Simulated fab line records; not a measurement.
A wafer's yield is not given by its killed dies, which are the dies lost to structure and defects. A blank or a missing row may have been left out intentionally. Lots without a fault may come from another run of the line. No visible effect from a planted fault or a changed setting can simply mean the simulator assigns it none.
fab line records    flow nand_harc
record lots=5  wafers=15  last_day=24
route steps=1159 shown P_CONTACT@233 END@1159
lots with no fault: from the same line, run without faults
start_h: the number of hours between the record's first day and the start of the first shown wafer of the lot    wait_h: hours since the lot's step before    " the same as in the row above    L1.1+2: several wafers, shown together as one row    - no value present, or no start provided    * or withheld: withheld    < > ~ a bound
route shown NAME@n: NAME is a module with steps in the file, n the number in the route of the first one    usual: mean/standard deviation of fault-free wafers    same: alike in all rows    chamber/n: place in a boat    sites: readings site by site    _std_site: how widely they spread, as a standard deviation    _edge_site: inner sites' mean taken away from outer sites' mean    radius_mm: for every site, how far away it sits from the centre of the wafer    mask NAME#n: copy n    behind: the last tool/chamber to shape the wafer    hold: what put the lot on hold/how long, in hours/how the hold closed    device: which transistor (n, p or np) failed to switch    end of line: at the end of the route, the tests of the same wafers    step lacking rows: just its recipe    killed: dies that structure and defects cost at the first sort, which is not the same as the wafer's yield    map: shows each die of a wafer: x if killed, . if not, _ if none is there
set.NAME: setting as actually run; set.NAME@STEP: the setting as run at that earlier step    model.NAME: the simulator's own value behind a step, which no gauge read
certain route steps with their lots: each step a table, each wafer a row
services: the hour from which a tool's chamber was out of use, counted from the record's first day as start_h (under 0 if before that day), plus the number of hours and why
## steps
# step NHARC_P_CONTACT_OVL_MEAS_13
# usual overlay_x_nm=0.1/0.94  overlay_y_nm=0.2/0.91
lot.wafer  tool        chamber  start_h  wait_h  overlay_x_nm  overlay_y_nm
L197.2     overlay-02  -        135.79   -       -0.1          -0.1
L197.3     "           -        "        "       -0.4          0.1
L197.5     "           -        "        "       0.1           -0.1
L199.3     overlay-01  -        141.56   -       2.6           1.5
L199.4     "           -        "        "       2.4           1.2
L199.5     "           -        "        "       2.2           1.3
L208.1     overlay-01  -        200.96   -       -2.4          0.8
L208.2     "           -        "        "       -2.2          -0.1
L208.5     "           -        "        "       -2.5          0.1
L215.2     overlay-01  -        240.43   -       1.3           1.9
L215.4     "           -        "        "       1.0           1.3
L215.6     "           -        "        "       0.7           1.9
L216.2     overlay-02  -        254.71   -       0.0           0.2
L216.3     "           -        "        "       -0.2          -0.2
L216.4     "           -        "        "       -0.5          0.1
# step NHARC_P_CONTACT_INSPECT_14
# usual raw_defect_count=3.7/2.1
lot.wafer  tool               chamber  start_h  wait_h  raw_defect_count
L197.2     defect_inspect-02  -        135.82   0.0     5
L197.3     "                  -        "        "       1
L197.5     "                  -        "        "       2
L199.3     defect_inspect-01  -        141.60   0.0     2
L199.4     "                  -        "        "       5
L199.5     "                  -        "        "       4
L208.1     defect_inspect-01  -        200.99   0.0     1
L208.2     "                  -        "        "       2
L208.5     "                  -        "        "       1
L215.2     defect_inspect-01  -        240.47   0.0     7
L215.4     "                  -        "        "       7
L215.6     "                  -        "        "       2
L216.2     defect_inspect-01  -        254.74   0.0     3
L216.3     "                  -        "        "       2
L216.4     "                  -        "        "       4
# step NHARC_P_CONTACT_DESCUM_17
# recipe time_s=3  o2_flow_sccm=200  ar_flow_sccm=0  bias_power_w=0  chemistry=O2
# step NHARC_P_CONTACT_ETCH_35
# recipe target_depth_a=390  over_etch_frac=0.3  time_s=65  ion_energy_ev=80  cf4_flow_sccm=150  ar_flow_sccm=0  rf_w=300  bias_w=100  chemistry=CF4
# step NHARC_P_CONTACT_ETCH_36
# recipe target_depth_a=2600  over_etch_frac=0.25  time_s=406.25  ion_energy_ev=200  n2_flow_sccm=150  h2_flow_sccm=150  ar_flow_sccm=0  rf_w=400  bias_w=150  chemistry=N2/H2
# usual drypump_motor_current_A=5.6/0.46  oes_product_au=1.003/0.0089  rf_vpp_V=430/3.1  showerhead_plenum_p_Torr=2.02/0.11  throttle_valve_pct=14.171/0.0091
lot.wafer  tool         chamber  start_h  wait_h  drypump_motor_current_A  oes_product_au  rf_hours_counter_h  rf_vpp_V  showerhead_plenum_p_Torr  throttle_valve_pct
L197.2     rie_diel-02  3        -        -       5.7                      0.995           56                  431       2.08                      14.173
L197.3     "            1        "        "       6.0                      0.998           57                  431       2.03                      14.159
L197.5     "            3        "        "       5.7                      0.998           -                   433       2.08                      14.193
L199.4     rie_diel-08  2        -        -       5.4                      1.012           1                   427       1.89                      14.161
L199.3     "            3        "        "       5.6                      1.004           1                   428       1.92                      14.181
L199.5     "            0        "        "       6.5                      0.995           -                   432       2.13                      14.173
L208.1     rie_diel-10  3        -        -       6.0                      0.999           3                   433       2.19                      14.172
L208.2     "            1        "        "       4.9                      1.010           3                   431       2.06                      14.155
L208.5     "            3        "        "       6.0                      0.999           -                   434       2.19                      14.175
L215.2     rie_diel-10  0        -        -       5.0                      1.021           8                   428       1.94                      14.181
L215.6     "            0        "        "       5.0                      1.010           -                   429       1.94                      14.180
L215.4     "            1        "        "       4.9                      1.003           -                   431       2.06                      14.166
L216.4     rie_diel-08  3        -        -       5.6                      0.992           12                  427       1.92                      14.171
L216.3     "            0        "        "       6.5                      0.996           12                  434       2.13                      14.177
L216.2     "            1        "        "       5.4                      1.002           12                  435       2.17                      14.186
# step NHARC_P_CONTACT_ETCH_18
# recipe target_depth_a=4810  time_s=240.5  c4f8_flow_sccm=20  o2_flow_sccm=10  ar_flow_sccm=withheld  rf_w=600  bias_w=1500  chemistry=C4F8/O2/Ar
# usual oes_product_au=0.967/0.015  rf_vpp_V=978/6.6
lot.wafer  tool         chamber  start_h  wait_h  oes_product_au  rf_hours_counter_h  rf_vpp_V
L197.2     rie_diel-02  3        -        -       0.957           56                  981
L197.3     "            1        "        "       0.954           57                  977
L197.5     "            2        "        "       0.973           -                   971
L199.3     rie_diel-08  3        -        -       0.959           1                   972
L199.4     "            1        "        "       0.981           1                   987
L199.5     "            3        "        "       0.945           -                   971
L208.2     rie_diel-10  2        -        -       0.972           3                   976
L208.1     "            3        "        "       0.955           4                   988
L208.5     "            1        "        "       0.988           -                   979
L215.2     rie_diel-10  0        -        -       0.981           8                   972
L215.4     "            3        "        "       0.960           -                   988
L215.6     "            1        "        "       0.962           -                   979
L216.3     rie_diel-08  0        -        -       0.953           12                  986
L216.2     "            1        "        "       0.985           13                  986
L216.4     "            2        "        "       0.979           13                  969
# step NHARC_P_CONTACT_STRIP_37
# recipe c4f8_flow_sccm=withheld  o2_flow_sccm=8  ar_flow_sccm=withheld  bias_w=0  chemistry=C4F8/O2/Ar
# step NHARC_P_CONTACT_ETCH_31
# recipe target_depth_a=300  time_s=85.7  ion_energy_ev=120  over_etch_frac=1  ch3f_flow_sccm=50  o2_flow_sccm=30  ar_flow_sccm=200  rf_w=500  bias_w=100  chemistry=CH3F/O2
# usual drypump_motor_current_A=5.6/0.47  oes_product_au=0.984/0.011  rf_vpp_V=244.0/1.8  showerhead_plenum_p_Torr=2.44/0.12  throttle_valve_pct=20.662/0.0085
lot.wafer  tool         chamber  start_h  wait_h  drypump_motor_current_A  oes_product_au  rf_hours_counter_h  rf_vpp_V  showerhead_plenum_p_Torr  throttle_valve_pct
L197.2     rie_diel-02  3        -        -       5.7                      0.988           56                  246.2     2.50                      20.661
L197.3     "            2        "        "       5.9                      0.999           56                  243.6     2.33                      20.674
L197.5     "            3        "        "       5.6                      0.972           -                   245.7     2.50                      20.666
L199.3     rie_diel-08  3        -        -       5.6                      0.989           1                   240.9     2.32                      20.655
L199.4     "            0        "        "       6.4                      0.976           1                   246.6     2.56                      20.672
L199.5     "            3        "        "       5.6                      0.979           -                   242.2     2.32                      20.681
L208.1     rie_diel-10  2        -        -       5.7                      0.975           4                   244.3     2.42                      20.655
L208.2     "            0        "        "       5.0                      1.006           3                   243.0     2.34                      20.662
L208.5     "            2        "        "       5.7                      0.972           -                   243.7     2.42                      20.669
L215.2     rie_diel-10  1        -        -       4.9                      0.984           8                   246.3     2.48                      20.648
L215.4     "            3        "        "       6.0                      0.980           -                   246.7     2.63                      20.656
L215.6     "            0        "        "       5.0                      0.996           -                   241.8     2.34                      20.665
L216.2     rie_diel-08  0        -        -       6.5                      0.976           12                  244.0     2.56                      20.657
L216.4     "            1        "        "       5.3                      1.003           13                  246.7     2.61                      20.653
L216.3     "            2        "        "       5.4                      0.985           13                  242.0     2.29                      20.657
# step NHARC_P_CONTACT_CD_MEAS_19
# usual cd_nm=89.4/1.6
lot.wafer  tool       chamber  start_h  wait_h  cd_nm
L197.2     cd_sem-02  -        136.91   -       88.9
L197.3     "          -        "        "       87.8
L197.5     "          -        "        "       87.7
L199.3     cd_sem-03  -        142.72   -       91.9
L199.4     "          -        "        "       91.2
L199.5     "          -        "        "       92.2
L208.1     cd_sem-01  -        201.92   -       88.2
L208.2     "          -        "        "       90.5
L208.5     "          -        "        "       88.2
L215.2     cd_sem-03  -        241.56   -       88.2
L215.4     "          -        "        "       88.7
L215.6     "          -        "        "       91.2
L216.2     cd_sem-02  -        255.68   -       89.4
L216.3     "          -        "        "       91.2
L216.4     "          -        "        "       89.2
# step NHARC_P_CONTACT_STRIP_28
# recipe o2_flow_sccm=500  ar_flow_sccm=0  bias_w=0  chemistry=O2
# usual drypump_motor_current_A=5.6/0.47  oes_product_au=1.001/0.0086  rf_vpp_V=57.6/0.93  showerhead_plenum_p_Torr=3.51/0.17  throttle_valve_pct=17.037/0.0094
lot.wafer  tool         chamber  start_h  wait_h  drypump_motor_current_A  oes_product_au  rf_hours_counter_h  rf_vpp_V  showerhead_plenum_p_Torr  throttle_valve_pct
L197.3     rie_diel-10  0        137.01   0.1     5.0                      0.985           13                  58.0      3.37                      17.045
L197.2     "            1        "        "       4.9                      1.007           9                   57.8      3.56                      17.043
L197.5     "            2        "        "       5.7                      0.989           -                   57.3      3.48                      17.040
L199.4     rie_diel-10  3        142.80   0.1     6.1                      1.006           14                  59.1      3.77                      17.039
L199.3     "            1        "        "       4.9                      1.002           10                  58.8      3.56                      17.039
L199.5     "            2        "        "       5.8                      1.001           -                   57.7      3.48                      17.030
L208.2     rie_diel-02  0        202.00   0.1     5.1                      0.994           16                  56.6      3.30                      17.043
L208.1     "            2        "        "       5.9                      1.014           15                  57.9      3.34                      17.050
L208.5     "            1        "        "       6.0                      1.006           -                   56.9      3.50                      17.028
L215.2     rie_diel-08  2        241.63   0.1     5.5                      1.008           12                  57.6      3.29                      17.034
L215.4     "            0        "        "       6.4                      1.008           11                  57.5      3.67                      17.033
L215.6     "            3        "        "       5.6                      0.994           -                   57.2      3.34                      17.037
L216.2     rie_diel-08  2        255.75   0.1     5.4                      1.005           13                  57.1      3.29                      17.039
L216.3     "            3        "        "       5.6                      1.007           12                  57.0      3.34                      17.020
L216.4     "            0        "        "       6.5                      1.010           12                  58.6      3.67                      17.035
# step NHARC_P_CONTACT_STRIP_29
# recipe time_s=1200  temp_c=72.5  chemistry=post_etch_residue_remover
# step NHARC_P_CONTACT_DEGAS_38
# recipe temp_c=300  time_s=60
# step NHARC_P_CONTACT_PRE_CLEAN_39
# recipe time_s=19.5  bias_v=250  gas=Ar
# usual bias_v=250.0/2.4  time_s=19.5/0
lot.wafer  tool            chamber  start_h  wait_h  bias_v  time_s
L197.3     pvd_sputter-03  -        137.69   -       249.5   19.5
L197.2     "               -        "        "       253.4   19.5
L197.5     "               -        "        "       250.5   19.5
L199.3     pvd_sputter-01  -        143.50   -       248.2   21.643
L199.4     "               -        "        "       250.8   21.643
L199.5     "               -        "        "       249.2   19.5
L208.1     pvd_sputter-03  -        202.77   -       249.9   19.5
L208.2     "               -        "        "       251.6   19.5
L208.5     "               -        "        "       248.4   19.5
L215.2     pvd_sputter-02  -        242.36   -       249.7   19.5
L215.4     "               -        "        "       247.5   19.5
L215.6     "               -        "        "       251.9   19.5
L216.3     pvd_sputter-02  -        256.52   -       248.7   19.5
L216.4     "               -        "        "       253.4   19.5
L216.2     "               -        "        "       251.6   19.5
# step NHARC_P_CONTACT_PVD_32
# recipe target_thk_a=50  chamber_pressure_pa=5  power_w=5000  substrate_temp_c=200  time_s=17.7  material=Ti
# usual cathode_dc_power_W=5000.0/0.86  throttle_valve_pct=30.6/1.1
lot.wafer  tool            chamber  start_h  wait_h  cathode_dc_power_W  throttle_valve_pct
L197.3     pvd_sputter-03  -        -        -       5000.1              29.6
L197.2     "               -        "        "       5000.2              31.5
L197.5     "               -        "        "       5000.6              29.3
L199.4     pvd_sputter-01  -        -        -       5001.8              28.5
L199.3     "               -        "        "       4999.8              32.0
L199.5     "               -        "        "       4999.9              28.7
L208.2     pvd_sputter-03  -        -        -       4998.9              29.5
L208.1     "               -        "        "       5001.8              29.8
L208.5     "               -        "        "       5000.7              31.5
L215.4     pvd_sputter-02  -        -        -       4999.7              31.6
L215.2     "               -        "        "       4998.4              30.8
L215.6     "               -        "        "       4999.2              31.5
L216.2     pvd_sputter-02  -        -        -       5000.7              31.3
L216.3     "               -        "        "       4999.2              30.9
L216.4     "               -        "        "       5000.0              30.3
# step NHARC_END_SORT_01
# recipe temp_c=25
# usual killed_at_array=29/11  killed_at_other=0.7/1.1  killed_at_periphery=3.1/2  killed_dies=33/11  killed_open=3.5/1.8  killed_short=2.0/1.4
# same gross_dies=677
lot.wafer  tool       chamber  start_h  wait_h  killed_at_array  killed_at_other  killed_at_periphery  killed_dies  killed_open  killed_short
L208.1     prober-01  0        538.78   2.5     29               0                0                    29           0            1
L208.2     prober-01  0        539.59   2.8     34               2                1                    37           2            1
L208.5     prober-01  0        542.01   3.7     22               1                1                    24           1            1
# killed by level:class
L208.1 A_SLIT:chamber_film_flake=17 A_STAIRCASE:chamber_film_flake=4 A_CONTACT:chamber_film_flake=4 A_CHANNEL_HOLE_D1:chamber_film_flake=3 A_CHANNEL_FILL_D1:geometric_particle:short=1
L208.2 A_SLIT:chamber_film_flake=16 A_CHANNEL_HOLE_D1:chamber_film_flake=9 A_STAIRCASE:chamber_film_flake=5 A_CONTACT:chamber_film_flake=2 THIN_TSV:chamber_film_flake=2 P_STI:geometric_particle:open=1 A_CONTACT:geometric_particle:open=1 A_M1:geometric_particle:short=1
L208.5 A_SLIT:chamber_film_flake=6 A_STAIRCASE:chamber_film_flake=6 A_CONTACT:chamber_film_flake=5 A_CHANNEL_HOLE_D1:chamber_film_flake=4 P_M2:geometric_particle:open=1 A_SGD_CUT:geometric_particle:short=1 THIN_TSV:chamber_film_flake=1
## services
tool            chamber  start_h  hours  kind
rie_diel-08     1        113.04   8.9    repair
rie_diel-08     -        124.80   9.0    pm
rie_diel-08     0        124.80   9.0    vent_cycle
rie_diel-08     1        124.80   9.0    vent_cycle
rie_diel-08     2        124.80   9.0    vent_cycle
rie_diel-08     3        124.80   9.0    vent_cycle
rie_diel-02     0        129.22   26.0   repair
rie_diel-10     0        131.00   -      clean
rie_diel-10     1        131.00   -      clean
rie_diel-10     2        131.00   -      clean
rie_diel-10     3        131.00   -      clean
rie_diel-08     0        133.80   -      clean
rie_diel-08     1        133.80   -      clean
rie_diel-08     2        133.80   -      clean
rie_diel-02     -        150.76   9.0    pm
pvd_sputter-01  -        158.05   10.0   pm
rie_diel-10     -        176.50   9.0    pm
pvd_sputter-03  -        178.15   4.8    repair
pvd_sputter-02  -        214.00   10.0   pm
rie_diel-08     2        222.42   3.2    repair
rie_diel-08     3        226.48   5.6    repair
pvd_sputter-02  -        229.43   5.2    repair
rie_diel-10     2        236.64   15.1   repair
pvd_sputter-03  -        248.91   3.0    repair
## key
first_sign step=NHARC_P_CONTACT_PRE_CLEAN_39  reading=time_s  direction=up  sigmas=99+  usual=*  struck=*
effect none on later readings
met_at NHARC_P_CONTACT_PRE_CLEAN_39
struck_wafers L199.3,L199.4
tester_left_out L199
fault kind=process_parameter_drift  tool=pvd_sputter-01  chamber=-  onset_h=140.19  steps=NHARC_P_CONTACT_PRE_CLEAN_39  channel=time_s  offset=*  shape=step  end_h=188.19  scope=struck_wafers_only  acts_in=*  stated=*
# tester_left_out: of these lots the tester's yield and bins aren't shown, on N5 and GAA mostly nor the transistor test; their killed dies are dies lost to structure and defects alone, not to doping, threshold or leakage, so they don't give the yield
